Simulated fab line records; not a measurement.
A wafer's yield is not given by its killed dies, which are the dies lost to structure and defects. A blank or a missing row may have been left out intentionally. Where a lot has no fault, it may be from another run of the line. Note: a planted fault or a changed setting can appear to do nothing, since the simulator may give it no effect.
Struck lot and sound lot, side by side :: flow n5_finfet :: 17 out of 1938 route steps
Sound: the wafers L698.1, L698.3, L698.6. Struck: wafers L710.1, L710.2. (L710.6 of the same lot was not struck and is left out.) The cause comes at the end.
Order at every step that has rows: each side's tool, ch and its chambers, its first start. Under that, the readings that differ: sound wafers :: struck wafers :: difference of the means :: sigmas: that difference in standard deviations of wafers without a fault.
alike: readings with means less than 2 such deviations apart, plus words and numbers identical on both sides. not compared: withheld readings, readings lacking a value on some wafer, bounds such as >300 that could conceal the same value, and numbers that have no deviation in the record and whose values overlap.
Wherever a step has rows on one side only, a row that says differs or no value, or a row with sigmas, the two part there. When numbers do not overlap yet have no deviation, they are printed without sigmas and do not part them. A reading that every wafer of one side lacks parts them only if that side has two wafers or more.

first, 9 steps without rows for these wafers: N5_BEOL_M10_HM_DEP_02 (deposits TiN, target thk 20 nm); N5_BEOL_M10_COAT_59 (time 60 s, resist thk 100 nm); N5_BEOL_M10_COAT_60 (time 60 s, resist thk 30 nm); N5_BEOL_M10_COAT_05 (resist thk 90 nm); N5_BEOL_M10_EBR_07; N5_BEOL_M10_SOFTBAKE_06 (time 60 s); N5_BEOL_M10_EXPOSE_08 (exposes mask M10); N5_BEOL_M10_PEB_09 (peb time 60 s); N5_BEOL_M10_DEVELOP_10 (develop time 30 s).
N5_BEOL_M10_DESCUM_16: chemistry O2, time 7.9 s.
  sound on rie_diel-02 ch 1,2,3, day 10 20:42; struck on rie_diel-02 ch 0,2, day 14 00:10
reading: model.CAR-ArF_of_BEOL_M10_COAT_05.thk_nm (nm)
sound: 83.8 84.2 84.2
struck: 85.6 85.8
difference: +1.6
sigmas: 
  alike: drypump_motor_current_A, oes_product_au, rf_vpp_V, showerhead_plenum_p_Torr, throttle_valve_pct
  not compared: rf_hours_counter_h
N5_BEOL_M10_ETCH_61: etches SiARC in CF4, target depth 39 nm, time 65 s.
  sound on rie_diel-02 ch 1,2,3, day 10 20:44; struck on rie_diel-02 ch 0,2, day 14 00:12
reading: model.CAR-ArF_of_BEOL_M10_COAT_05.thk_nm (nm)
sound: 55.8 56.2 56.2
struck: 57.8 57.8
difference: +1.7
sigmas: 

reading: model.BEOL_M10.cd_offset_nm (nm)
sound: 0.4 0.2 0.2
struck: -0.8 -1
difference: -1.2
sigmas: 
  alike: drypump_motor_current_A, etch_rf_on_time_s, mfc_ar_sccm, oes_product_au, rf_vpp_V, showerhead_plenum_p_Torr, throttle_valve_pct
  not compared: rf_hours_counter_h
then, 3 steps without rows for these wafers: N5_BEOL_M10_ETCH_62 (etches SOC in N2/H2, target depth 110 nm, overetch 22 nm, time 165 s); N5_BEOL_M10_STRIP_68 (strips in N2/H2); N5_BEOL_M10_STRIP_67 (strips in CF4).
N5_BEOL_M10_HM_OPEN_17: chemistry Cl2/BCl3, target TiN, target depth 20 nm, overetch 6 nm.
  sound on rie_metal-03 ch 0,1, day 10 20:59; struck on rie_metal-01 ch 0,1, day 14 00:26
reading: model.BEOL_M10.cd_offset_nm (nm)
sound: 0.2 0.2 0.2
struck: -0.8 -1.2
difference: -1.2
sigmas: 
  alike: drypump_motor_current_A, mfc_ar_sccm, oes_product_au, throttle_valve_pct
  not compared: rf_hours_counter_h
then, 1 step without rows for these wafers: N5_BEOL_M10_STRIP_19 (strips in O2).
-- a jump in the record: the struck wafers' starts before and after are 2 days apart (it breaks off in module BEOL_M10 and resumes in module PASSIVATION, where the first step shown is number 1936 of the route) --
N5_PASSIVATION_PROBE_49:
  record: rows for the struck wafers here (prober-01, day 16 01:40), none for the sound ones

WHERE THEY PART
Within this record, at N5_PASSIVATION_PROBE_49 only.

WHY: what had been put in by the simulator
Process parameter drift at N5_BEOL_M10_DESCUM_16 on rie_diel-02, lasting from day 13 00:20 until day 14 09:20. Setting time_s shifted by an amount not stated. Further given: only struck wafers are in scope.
